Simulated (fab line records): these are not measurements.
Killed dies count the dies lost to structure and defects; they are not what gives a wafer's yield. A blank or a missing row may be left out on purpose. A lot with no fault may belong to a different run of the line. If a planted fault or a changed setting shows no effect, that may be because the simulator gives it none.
fab line records :: flow nandHarc :: part 2 of 2: steps 26 to 31 of 31
record
  lots=5
  wafers=15
  lastDay=23
route steps=1159 shown A_STAIRCASE@522
lots that met no fault: from a run of the same line without faults
startH: hours from the record's opening day to when the first of the lot's shown wafers began :: waitH: hours from the lot's prior step to this one :: " identical to the entry in the row above :: L1.1+2: one row covering several wafers at once :: - no value, or no start given :: * or withheld: withheld :: < > ~ a bound
route shown NAME@n: a module of which the file shows steps, and the number in the route of the first :: usual: mean and standard deviation over wafers with no fault :: same: alike in all rows :: chamber/n: place in a boat :: sites: per-site readings :: _std_site: their standard deviation :: _edge_site: mean of outer sites minus mean of inner sites :: radiusMm: how far each site lies from the wafer's centre :: mask NAME#n: copy n :: behind: the tool/chamber that last shaped the wafer :: hold: why the lot went on hold/how many hours it stayed there/how the hold came to an end :: device: whichever transistor did not switch (one of n, p or np) :: end of line: the tests these same wafers got at the end of their route :: a step with no rows: only its recipe :: killed: not the wafer's yield, but the dies lost to structure and defects at the first sort :: map: per-die view of a wafer (x killed, . not killed, _ where there is no die)
set.NAME: the setting the step ran with; set.NAME@STEP: the setting that earlier step ran with :: model.NAME: the simulator's own value behind a step, which no gauge read
lots at some steps of the route; a table a step, a row a wafer
services: a tool's chamber out of use, with start hour (startH, from the record's first day; less than 0 if before it), hours out, and reason
## steps
# step NHARC_A_STAIRCASE_ETCH_13
# recipe
  targetDepthA=1000
  timeS=40.5
  ionEnergyEv=400
  c4f8FlowSccm=20
  o2FlowSccm=10
  arFlowSccm=withheld
  rfW=600
  biasW=1000
  chemistry=C4F8/O2
# usual
  oesProductAu=0.939/0.012
  rfFwdPowerW=592.2/2.5
  rfVppV=898/4.6
lot.wafer: L075.3
tool: rieDiel-08
chamber: 3
startH: -
waitH: -
oesProductAu: 0.930
rfFwdPowerW: 591.0
rfHoursCounterH: 39
rfVppV: 893

lot.wafer: L075.5
tool: rieDiel-08
chamber: 1
startH: -
waitH: -
oesProductAu: 0.943
rfFwdPowerW: 590.6
rfHoursCounterH: -
rfVppV: 900

lot.wafer: L075.6
tool: rieDiel-08
chamber: 2
startH: -
waitH: -
oesProductAu: 0.931
rfFwdPowerW: 594.4
rfHoursCounterH: -
rfVppV: 891

lot.wafer: L080.4
tool: rieDiel-08
chamber: 0
startH: -
waitH: -
oesProductAu: 0.969
rfFwdPowerW: 592.4
rfHoursCounterH: 55
rfVppV: 902

lot.wafer: L080.3
tool: rieDiel-08
chamber: 1
startH: -
waitH: -
oesProductAu: 0.941
rfFwdPowerW: 588.9
rfHoursCounterH: 56
rfVppV: 899

lot.wafer: L080.1
tool: rieDiel-08
chamber: 2
startH: -
waitH: -
oesProductAu: 0.950
rfFwdPowerW: 591.9
rfHoursCounterH: 46
rfVppV: 889

lot.wafer: L084.3
tool: rieDiel-08
chamber: 0
startH: -
waitH: -
oesProductAu: 0.936
rfFwdPowerW: 590.1
rfHoursCounterH: 63
rfVppV: 902

lot.wafer: L084.2
tool: rieDiel-08
chamber: 2
startH: -
waitH: -
oesProductAu: 0.933
rfFwdPowerW: 595.1
rfHoursCounterH: 55
rfVppV: 889

lot.wafer: L084.5
tool: rieDiel-08
chamber: 0
startH: -
waitH: -
oesProductAu: 0.937
rfFwdPowerW: 591.6
rfHoursCounterH: -
rfVppV: 903

lot.wafer: L091.4
tool: rieDiel-13
chamber: 2
startH: -
waitH: -
oesProductAu: 0.933
rfFwdPowerW: 591.3
rfHoursCounterH: 16
rfVppV: 898

lot.wafer: L091.2
tool: rieDiel-13
chamber: 3
startH: -
waitH: -
oesProductAu: 0.941
rfFwdPowerW: 593.1
rfHoursCounterH: 20
rfVppV: 901

lot.wafer: L091.5
tool: rieDiel-13
chamber: 3
startH: -
waitH: -
oesProductAu: 0.949
rfFwdPowerW: 590.0
rfHoursCounterH: -
rfVppV: 903

lot.wafer: L093.3
tool: rieDiel-08
chamber: 0
startH: -
waitH: -
oesProductAu: 0.941
rfFwdPowerW: 593.8
rfHoursCounterH: 13
rfVppV: 900

lot.wafer: L093.5
tool: rieDiel-08
chamber: 3
startH: -
waitH: -
oesProductAu: 0.937
rfFwdPowerW: 594.6
rfHoursCounterH: -
rfVppV: 893

lot.wafer: L093.6
tool: rieDiel-08
chamber: 0
startH: -
waitH: -
oesProductAu: 0.939
rfFwdPowerW: 592.2
rfHoursCounterH: -
rfVppV: 902
# step NHARC_A_STAIRCASE_TRIM_14
# recipe
  timeS=211.2
  o2FlowSccm=500
  arFlowSccm=0
  biasW=0
  chemistry=O2
# usual
  drypumpMotorCurrentA=5.9/0.32
  mfcArSccm=0.009/0.011
  oesProductAu=0.998/0.0067
  rfVppV=57.8/0.88
  showerheadPlenumPTorr=3.58/0.13
  throttleValvePct=17.036/0.0094
lot.wafer: L075.3
tool: rieDiel-08
chamber: 0
startH: -
waitH: -
drypumpMotorCurrentA: 6.0
mfcArSccm: 0.009
oesProductAu: 1.018
rfHoursCounterH: 39
rfVppV: 57.2
showerheadPlenumPTorr: 3.68
throttleValvePct: 17.038

lot.wafer: L075.5
tool: rieDiel-08
chamber: 1
startH: -
waitH: -
drypumpMotorCurrentA: 5.2
mfcArSccm: 0
oesProductAu: 0.995
rfHoursCounterH: -
rfVppV: 56.7
showerheadPlenumPTorr: 3.62
throttleValvePct: 17.028

lot.wafer: L075.6
tool: rieDiel-08
chamber: 2
startH: -
waitH: -
drypumpMotorCurrentA: 5.6
mfcArSccm: 0.024
oesProductAu: 0.996
rfHoursCounterH: -
rfVppV: 57.6
showerheadPlenumPTorr: 3.38
throttleValvePct: 17.041

lot.wafer: L080.1
tool: rieDiel-08
chamber: 3
startH: -
waitH: -
drypumpMotorCurrentA: 5.7
mfcArSccm: 0
oesProductAu: 0.997
rfHoursCounterH: 52
rfVppV: 57.6
showerheadPlenumPTorr: 3.44
throttleValvePct: 17.028

lot.wafer: L080.4
tool: rieDiel-08
chamber: 0
startH: -
waitH: -
drypumpMotorCurrentA: 6.0
mfcArSccm: 0.009
oesProductAu: 0.997
rfHoursCounterH: 55
rfVppV: 57.5
showerheadPlenumPTorr: 3.67
throttleValvePct: 17.039

lot.wafer: L080.3
tool: rieDiel-08
chamber: 1
startH: -
waitH: -
drypumpMotorCurrentA: 5.2
mfcArSccm: 0
oesProductAu: 0.984
rfHoursCounterH: 56
rfVppV: 57.3
showerheadPlenumPTorr: 3.62
throttleValvePct: 17.028

lot.wafer: L084.3
tool: rieDiel-08
chamber: 1
startH: -
waitH: -
drypumpMotorCurrentA: 5.2
mfcArSccm: 0
oesProductAu: 0.995
rfHoursCounterH: 60
rfVppV: 58.2
showerheadPlenumPTorr: 3.61
throttleValvePct: 17.036

lot.wafer: L084.2
tool: rieDiel-08
chamber: 2
startH: -
waitH: -
drypumpMotorCurrentA: 5.6
mfcArSccm: 0.024
oesProductAu: 0.999
rfHoursCounterH: 55
rfVppV: 57.7
showerheadPlenumPTorr: 3.37
throttleValvePct: 17.036

lot.wafer: L084.5
tool: rieDiel-08
chamber: 0
startH: -
waitH: -
drypumpMotorCurrentA: 6.0
mfcArSccm: 0.009
oesProductAu: 1.000
rfHoursCounterH: -
rfVppV: 58.4
showerheadPlenumPTorr: 3.67
throttleValvePct: 17.043

lot.wafer: L091.2
tool: rieDiel-13
chamber: 2
startH: -
waitH: -
drypumpMotorCurrentA: 5.8
mfcArSccm: 0.014
oesProductAu: 0.999
rfHoursCounterH: 16
rfVppV: 57.4
showerheadPlenumPTorr: 3.55
throttleValvePct: 17.045

lot.wafer: L091.4
tool: rieDiel-13
chamber: 3
startH: -
waitH: -
drypumpMotorCurrentA: 6.4
mfcArSccm: 0.005
oesProductAu: 1.011
rfHoursCounterH: 20
rfVppV: 58.6
showerheadPlenumPTorr: 3.64
throttleValvePct: 17.036

lot.wafer: L091.5
tool: rieDiel-13
chamber: 0
startH: -
waitH: -
drypumpMotorCurrentA: 5.9
mfcArSccm: 0
oesProductAu: 0.995
rfHoursCounterH: -
rfVppV: 58.9
showerheadPlenumPTorr: 3.80
throttleValvePct: 17.051

lot.wafer: L093.3
tool: rieDiel-08
chamber: 3
startH: -
waitH: -
drypumpMotorCurrentA: 5.7
mfcArSccm: 0
oesProductAu: 0.996
rfHoursCounterH: 13
rfVppV: 57.2
showerheadPlenumPTorr: 3.43
throttleValvePct: 17.034

lot.wafer: L093.5
tool: rieDiel-08
chamber: 0
startH: -
waitH: -
drypumpMotorCurrentA: 6.0
mfcArSccm: 0.009
oesProductAu: 0.991
rfHoursCounterH: -
rfVppV: 58.1
showerheadPlenumPTorr: 3.66
throttleValvePct: 17.010

lot.wafer: L093.6
tool: rieDiel-08
chamber: 1
startH: -
waitH: -
drypumpMotorCurrentA: 5.2
mfcArSccm: 0
oesProductAu: 0.991
rfHoursCounterH: -
rfVppV: 58.1
showerheadPlenumPTorr: 3.61
throttleValvePct: 17.036
# step NHARC_A_STAIRCASE_ETCH_15
# recipe
  targetDepthA=1000
  timeS=40.5
  ionEnergyEv=400
  c4f8FlowSccm=20
  o2FlowSccm=10
  arFlowSccm=withheld
  rfW=600
  biasW=1000
  chemistry=C4F8/O2
# usual
  oesProductAu=0.939/0.011
  rfFwdPowerW=592.6/2.5
  rfVppV=897/4.7
lot.wafer: L075.3
tool: rieDiel-08
chamber: 0
startH: -
waitH: -
oesProductAu: 0.949
rfFwdPowerW: 592.7
rfHoursCounterH: 39
rfVppV: 902

lot.wafer: L075.6
tool: rieDiel-08
chamber: 1
startH: -
waitH: -
oesProductAu: 0.937
rfFwdPowerW: 590.3
rfHoursCounterH: -
rfVppV: 900

lot.wafer: L075.5
tool: rieDiel-08
chamber: 2
startH: -
waitH: -
oesProductAu: 0.934
rfFwdPowerW: 595.4
rfHoursCounterH: -
rfVppV: 891

lot.wafer: L080.4
tool: rieDiel-08
chamber: 1
startH: -
waitH: -
oesProductAu: 0.929
rfFwdPowerW: 586.1
rfHoursCounterH: 56
rfVppV: 898

lot.wafer: L080.1
tool: rieDiel-08
chamber: 2
startH: -
waitH: -
oesProductAu: 0.915
rfFwdPowerW: 597.0
rfHoursCounterH: 46
rfVppV: 888

lot.wafer: L080.3
tool: rieDiel-08
chamber: 0
startH: -
waitH: -
oesProductAu: 0.949
rfFwdPowerW: 591.2
rfHoursCounterH: 55
rfVppV: 901

lot.wafer: L084.2
tool: rieDiel-08
chamber: 3
startH: -
waitH: -
oesProductAu: 0.937
rfFwdPowerW: 592.4
rfHoursCounterH: 62
rfVppV: 893

lot.wafer: L084.3
tool: rieDiel-08
chamber: 1
startH: -
waitH: -
oesProductAu: 0.936
rfFwdPowerW: 595.4
rfHoursCounterH: 60
rfVppV: 900

lot.wafer: L084.5
tool: rieDiel-08
chamber: 2
startH: -
waitH: -
oesProductAu: 0.930
rfFwdPowerW: 596.7
rfHoursCounterH: -
rfVppV: 892

lot.wafer: L091.2
tool: rieDiel-13
chamber: 3
startH: -
waitH: -
oesProductAu: 0.919
rfFwdPowerW: 593.4
rfHoursCounterH: 20
rfVppV: 900

lot.wafer: L091.4
tool: rieDiel-13
chamber: 0
startH: -
waitH: -
oesProductAu: 0.915
rfFwdPowerW: 594.6
rfHoursCounterH: 19
rfVppV: 905

lot.wafer: L091.5
tool: rieDiel-13
chamber: 2
startH: -
waitH: -
oesProductAu: 0.922
rfFwdPowerW: 590.4
rfHoursCounterH: -
rfVppV: 897

lot.wafer: L093.3
tool: rieDiel-08
chamber: 3
startH: -
waitH: -
oesProductAu: 0.933
rfFwdPowerW: 595.8
rfHoursCounterH: 13
rfVppV: 892

lot.wafer: L093.5
tool: rieDiel-08
chamber: 2
startH: -
waitH: -
oesProductAu: 0.930
rfFwdPowerW: 595.4
rfHoursCounterH: -
rfVppV: 891

lot.wafer: L093.6
tool: rieDiel-08
chamber: 3
startH: -
waitH: -
oesProductAu: 0.938
rfFwdPowerW: 594.7
rfHoursCounterH: -
rfVppV: 892
# step NHARC_A_STAIRCASE_TRIM_16
# recipe
  timeS=211.2
  o2FlowSccm=500
  arFlowSccm=0
  biasW=0
  chemistry=O2
# usual
  drypumpMotorCurrentA=5.9/0.33
  mfcArSccm=0.010/0.012
  oesProductAu=0.998/0.0082
  rfVppV=57.9/0.88
  showerheadPlenumPTorr=3.58/0.13
  throttleValvePct=17.037/0.0093
lot.wafer: L075.3
tool: rieDiel-08
chamber: 0
startH: -
waitH: -
drypumpMotorCurrentA: 6.0
mfcArSccm: 0.009
oesProductAu: 0.984
rfHoursCounterH: 39
rfVppV: 60.1
showerheadPlenumPTorr: 3.68
throttleValvePct: 17.036

lot.wafer: L075.6
tool: rieDiel-08
chamber: 1
startH: -
waitH: -
drypumpMotorCurrentA: 5.2
mfcArSccm: 0
oesProductAu: 0.992
rfHoursCounterH: -
rfVppV: 58.3
showerheadPlenumPTorr: 3.62
throttleValvePct: 17.018

lot.wafer: L075.5
tool: rieDiel-08
chamber: 2
startH: -
waitH: -
drypumpMotorCurrentA: 5.6
mfcArSccm: 0.024
oesProductAu: 0.974
rfHoursCounterH: -
rfVppV: 56.8
showerheadPlenumPTorr: 3.38
throttleValvePct: 17.023

lot.wafer: L080.3
tool: rieDiel-08
chamber: 1
startH: -
waitH: -
drypumpMotorCurrentA: 5.2
mfcArSccm: 0
oesProductAu: 0.986
rfHoursCounterH: 56
rfVppV: 57.3
showerheadPlenumPTorr: 3.62
throttleValvePct: 17.038

lot.wafer: L080.1
tool: rieDiel-08
chamber: 2
startH: -
waitH: -
drypumpMotorCurrentA: 5.6
mfcArSccm: 0.024
oesProductAu: 1.003
rfHoursCounterH: 46
rfVppV: 57.5
showerheadPlenumPTorr: 3.37
throttleValvePct: 17.038

lot.wafer: L080.4
tool: rieDiel-08
chamber: 3
startH: -
waitH: -
drypumpMotorCurrentA: 5.7
mfcArSccm: 0
oesProductAu: 1.006
rfHoursCounterH: 53
rfVppV: 57.8
showerheadPlenumPTorr: 3.44
throttleValvePct: 17.048

lot.wafer: L084.3
tool: rieDiel-08
chamber: 2
startH: -
waitH: -
drypumpMotorCurrentA: 5.6
mfcArSccm: 0.024
oesProductAu: 1.002
rfHoursCounterH: 55
rfVppV: 56.6
showerheadPlenumPTorr: 3.37
throttleValvePct: 17.035

lot.wafer: L084.2
tool: rieDiel-08
chamber: 0
startH: -
waitH: -
drypumpMotorCurrentA: 6.0
mfcArSccm: 0.009
oesProductAu: 1.001
rfHoursCounterH: 63
rfVppV: 57.8
showerheadPlenumPTorr: 3.67
throttleValvePct: 17.046

lot.wafer: L084.5
tool: rieDiel-08
chamber: 2
startH: -
waitH: -
drypumpMotorCurrentA: 5.6
mfcArSccm: 0.024
oesProductAu: 0.990
rfHoursCounterH: -
rfVppV: 57.0
showerheadPlenumPTorr: 3.37
throttleValvePct: 17.034

lot.wafer: L091.2
tool: rieDiel-13
chamber: 1
startH: -
waitH: -
drypumpMotorCurrentA: 6.2
mfcArSccm: 0
oesProductAu: 1.004
rfHoursCounterH: 19
rfVppV: 57.4
showerheadPlenumPTorr: 3.43
throttleValvePct: 17.015

lot.wafer: L091.4
tool: rieDiel-13
chamber: 2
startH: -
waitH: -
drypumpMotorCurrentA: 5.8
mfcArSccm: 0.014
oesProductAu: 1.006
rfHoursCounterH: 16
rfVppV: 58.4
showerheadPlenumPTorr: 3.55
throttleValvePct: 17.035

lot.wafer: L091.5
tool: rieDiel-13
chamber: 0
startH: -
waitH: -
drypumpMotorCurrentA: 5.9
mfcArSccm: 0
oesProductAu: 1.005
rfHoursCounterH: -
rfVppV: 59.0
showerheadPlenumPTorr: 3.80
throttleValvePct: 17.051

lot.wafer: L093.3
tool: rieDiel-08
chamber: 2
startH: -
waitH: -
drypumpMotorCurrentA: 5.6
mfcArSccm: 0.024
oesProductAu: 1.002
rfHoursCounterH: 15
rfVppV: 58.3
showerheadPlenumPTorr: 3.36
throttleValvePct: 17.037

lot.wafer: L093.5
tool: rieDiel-08
chamber: 0
startH: -
waitH: -
drypumpMotorCurrentA: 6.0
mfcArSccm: 0.009
oesProductAu: 1.001
rfHoursCounterH: -
rfVppV: 58.1
showerheadPlenumPTorr: 3.66
throttleValvePct: 17.038

lot.wafer: L093.6
tool: rieDiel-08
chamber: 1
startH: -
waitH: -
drypumpMotorCurrentA: 5.2
mfcArSccm: 0
oesProductAu: 0.993
rfHoursCounterH: -
rfVppV: 58.0
showerheadPlenumPTorr: 3.61
throttleValvePct: 17.039
# step NHARC_A_STAIRCASE_ETCH_17
# recipe
  targetDepthA=1000
  timeS=40.5
  ionEnergyEv=400
  c4f8FlowSccm=20
  o2FlowSccm=10
  arFlowSccm=withheld
  rfW=600
  biasW=1000
  chemistry=C4F8/O2
# usual
  oesProductAu=0.943/0.015
  rfFwdPowerW=592.7/2.4
  rfVppV=898/4.7
lot.wafer: L075.3
tool: rieDiel-08
chamber: 2
startH: -
waitH: -
oesProductAu: 0.937
rfFwdPowerW: 593.3
rfHoursCounterH: 33
rfVppV: 892

lot.wafer: L075.6
tool: rieDiel-08
chamber: 0
startH: -
waitH: -
oesProductAu: 0.950
rfFwdPowerW: 592.3
rfHoursCounterH: -
rfVppV: 902

lot.wafer: L075.5
tool: rieDiel-08
chamber: 1
startH: -
waitH: -
oesProductAu: 0.944
rfFwdPowerW: 593.1
rfHoursCounterH: -
rfVppV: 899

lot.wafer: L080.3
tool: rieDiel-08
chamber: 1
startH: -
waitH: -
oesProductAu: 0.929
rfFwdPowerW: 593.6
rfHoursCounterH: 57
rfVppV: 899

lot.wafer: L080.4
tool: rieDiel-08
chamber: 2
startH: -
waitH: -
oesProductAu: 0.941
rfFwdPowerW: 595.8
rfHoursCounterH: 46
rfVppV: 890

lot.wafer: L080.1
tool: rieDiel-08
chamber: 0
startH: -
waitH: -
oesProductAu: 0.935
rfFwdPowerW: 592.6
rfHoursCounterH: 55
rfVppV: 901

lot.wafer: L084.3
tool: rieDiel-05
chamber: 1
startH: 302.27
waitH: -
oesProductAu: 0.991
rfFwdPowerW: 593.7
rfHoursCounterH: 42
rfVppV: 903

lot.wafer: L084.2
tool: rieDiel-05
chamber: 2
startH: 302.27
waitH: -
oesProductAu: 0.998
rfFwdPowerW: 591.4
rfHoursCounterH: 46
rfVppV: 896

lot.wafer: L084.5
tool: rieDiel-05
chamber: 1
startH: 302.27
waitH: -
oesProductAu: 0.991
rfFwdPowerW: 592.6
rfHoursCounterH: -
rfVppV: 902

lot.wafer: L091.4
tool: rieDiel-13
chamber: 2
startH: -
waitH: -
oesProductAu: 0.939
rfFwdPowerW: 593.2
rfHoursCounterH: 16
rfVppV: 897

lot.wafer: L091.2
tool: rieDiel-13
chamber: 3
startH: -
waitH: -
oesProductAu: 0.930
rfFwdPowerW: 593.3
rfHoursCounterH: 20
rfVppV: 899

lot.wafer: L091.5
tool: rieDiel-13
chamber: 0
startH: -
waitH: -
oesProductAu: 0.932
rfFwdPowerW: 591.4
rfHoursCounterH: -
rfVppV: 905

lot.wafer: L093.3
tool: rieDiel-08
chamber: 3
startH: -
waitH: -
oesProductAu: 0.971
rfFwdPowerW: 592.3
rfHoursCounterH: 16
rfVppV: 890

lot.wafer: L093.5
tool: rieDiel-08
chamber: 3
startH: -
waitH: -
oesProductAu: 0.954
rfFwdPowerW: 593.2
rfHoursCounterH: -
rfVppV: 891

lot.wafer: L093.6
tool: rieDiel-08
chamber: 0
startH: -
waitH: -
oesProductAu: 0.938
rfFwdPowerW: 594.1
rfHoursCounterH: -
rfVppV: 900
# step NHARC_A_STAIRCASE_TRIM_18
# recipe
  timeS=211.2
  o2FlowSccm=500
  arFlowSccm=0
  biasW=0
  chemistry=O2
# usual
  drypumpMotorCurrentA=5.9/0.32
  mfcArSccm=0.008/0.011
  oesProductAu=1.000/0.0073
  rfVppV=57.9/0.86
  showerheadPlenumPTorr=3.58/0.13
  throttleValvePct=17.036/0.0093
lot.wafer: L075.3
tool: rieDiel-08
chamber: 3
startH: -
waitH: -
drypumpMotorCurrentA: 5.7
mfcArSccm: 0
oesProductAu: 0.997
rfHoursCounterH: 39
rfVppV: 58.2
showerheadPlenumPTorr: 3.45
throttleValvePct: 17.031

lot.wafer: L075.6
tool: rieDiel-08
chamber: 3
startH: -
waitH: -
drypumpMotorCurrentA: 5.7
mfcArSccm: 0
oesProductAu: 1.009
rfHoursCounterH: -
rfVppV: 56.2
showerheadPlenumPTorr: 3.45
throttleValvePct: 17.032

lot.wafer: L075.5
tool: rieDiel-08
chamber: 0
startH: -
waitH: -
drypumpMotorCurrentA: 6.0
mfcArSccm: 0.009
oesProductAu: 0.999
rfHoursCounterH: -
rfVppV: 57.3
showerheadPlenumPTorr: 3.68
throttleValvePct: 17.030

lot.wafer: L080.4
tool: rieDiel-08
chamber: 2
startH: -
waitH: -
drypumpMotorCurrentA: 5.6
mfcArSccm: 0.024
oesProductAu: 0.998
rfHoursCounterH: 46
rfVppV: 56.6
showerheadPlenumPTorr: 3.37
throttleValvePct: 17.042

lot.wafer: L080.1
tool: rieDiel-08
chamber: 3
startH: -
waitH: -
drypumpMotorCurrentA: 5.7
mfcArSccm: 0
oesProductAu: 1.003
rfHoursCounterH: 53
rfVppV: 57.9
showerheadPlenumPTorr: 3.44
throttleValvePct: 17.032

lot.wafer: L080.3
tool: rieDiel-08
chamber: 0
startH: -
waitH: -
drypumpMotorCurrentA: 6.0
mfcArSccm: 0.009
oesProductAu: 1.007
rfHoursCounterH: 55
rfVppV: 58.8
showerheadPlenumPTorr: 3.67
throttleValvePct: 17.038

lot.wafer: L084.2
tool: rieDiel-05
chamber: 3
startH: -
waitH: -
drypumpMotorCurrentA: 6.3
mfcArSccm: 0.017
oesProductAu: 1.008
rfHoursCounterH: 47
rfVppV: 57.0
showerheadPlenumPTorr: 3.56
throttleValvePct: 17.019

lot.wafer: L084.3
tool: rieDiel-05
chamber: 0
startH: -
waitH: -
drypumpMotorCurrentA: 6.1
mfcArSccm: 0.037
oesProductAu: 1.006
rfHoursCounterH: 44
rfVppV: 57.4
showerheadPlenumPTorr: 3.74
throttleValvePct: 17.030

lot.wafer: L084.5
tool: rieDiel-05
chamber: 2
startH: -
waitH: -
drypumpMotorCurrentA: 5.6
mfcArSccm: 0
oesProductAu: 1.001
rfHoursCounterH: -
rfVppV: 56.5
showerheadPlenumPTorr: 3.54
throttleValvePct: 17.040

lot.wafer: L091.4
tool: rieDiel-13
chamber: 1
startH: -
waitH: -
drypumpMotorCurrentA: 6.2
mfcArSccm: 0
oesProductAu: 1.008
rfHoursCounterH: 20
rfVppV: 57.7
showerheadPlenumPTorr: 3.43
throttleValvePct: 17.045

lot.wafer: L091.2
tool: rieDiel-13
chamber: 2
startH: -
waitH: -
drypumpMotorCurrentA: 5.8
mfcArSccm: 0.014
oesProductAu: 0.997
rfHoursCounterH: 16
rfVppV: 58.8
showerheadPlenumPTorr: 3.55
throttleValvePct: 17.027

lot.wafer: L091.5
tool: rieDiel-13
chamber: 2
startH: -
waitH: -
drypumpMotorCurrentA: 5.8
mfcArSccm: 0.014
oesProductAu: 0.998
rfHoursCounterH: -
rfVppV: 57.3
showerheadPlenumPTorr: 3.55
throttleValvePct: 17.026

lot.wafer: L093.3
tool: rieDiel-08
chamber: 1
startH: -
waitH: -
drypumpMotorCurrentA: 5.2
mfcArSccm: 0
oesProductAu: 0.990
rfHoursCounterH: 16
rfVppV: 59.3
showerheadPlenumPTorr: 3.60
throttleValvePct: 17.045

lot.wafer: L093.6
tool: rieDiel-08
chamber: 1
startH: -
waitH: -
drypumpMotorCurrentA: 5.2
mfcArSccm: 0
oesProductAu: 0.987
rfHoursCounterH: -
rfVppV: 57.6
showerheadPlenumPTorr: 3.60
throttleValvePct: 17.020

lot.wafer: L093.5
tool: rieDiel-08
chamber: 2
startH: -
waitH: -
drypumpMotorCurrentA: 5.6
mfcArSccm: 0.024
oesProductAu: 0.996
rfHoursCounterH: -
rfVppV: 56.4
showerheadPlenumPTorr: 3.36
throttleValvePct: 17.034
## services
tool: rieDiel-13
chamber: 1
startH: 219.31
hours: 4.5
kind: repair

tool: rieDiel-08
chamber: -
startH: 219.92
hours: 0.8
kind: repair

tool: rieDiel-08
chamber: 0
startH: 232.13
hours: -
kind: clean

tool: rieDiel-08
chamber: 1
startH: 232.13
hours: -
kind: clean

tool: rieDiel-08
chamber: 2
startH: 232.13
hours: -
kind: clean

tool: rieDiel-08
chamber: 3
startH: 232.13
hours: -
kind: clean

tool: plasmaAsher-02
chamber: -
startH: 232.42
hours: 1.0
kind: repair

tool: lithoTrack-05
chamber: -
startH: 237.00
hours: 7.0
kind: pm

tool: krfScanner-03
chamber: -
startH: 252.22
hours: 0.9
kind: repair

tool: rieDiel-08
chamber: 0
startH: 256.63
hours: -
kind: clean

tool: rieDiel-08
chamber: 1
startH: 256.63
hours: -
kind: clean

tool: rieDiel-13
chamber: 3
startH: 261.93
hours: 3.9
kind: repair

tool: rieDiel-05
chamber: 1
startH: 263.63
hours: 6.6
kind: repair

tool: wetBench-07
chamber: -
startH: 272.00
hours: 8.0
kind: pm

tool: wetBench-03
chamber: -
startH: 274.24
hours: 7.9
kind: repair

tool: rieDiel-13
chamber: -
startH: 276.14
hours: 9.0
kind: pm

tool: krfScanner-04
chamber: -
startH: 298.00
hours: 4.0
kind: pm

tool: rieDiel-08
chamber: -
startH: 302.18
hours: 9.0
kind: pm

tool: rieDiel-08
chamber: 3
startH: 325.44
hours: 4.3
kind: repair

tool: wetBench-04
chamber: -
startH: 339.20
hours: 8.0
kind: pm

tool: krfScanner-03
chamber: -
startH: 340.00
hours: 4.0
kind: pm

tool: lithoTrack-02
chamber: -
startH: 340.00
hours: 7.0
kind: pm

tool: rieDiel-05
chamber: -
startH: 341.54
hours: 9.0
kind: pm

tool: krfScanner-03
chamber: -
startH: 351.80
hours: 2.0
kind: repair
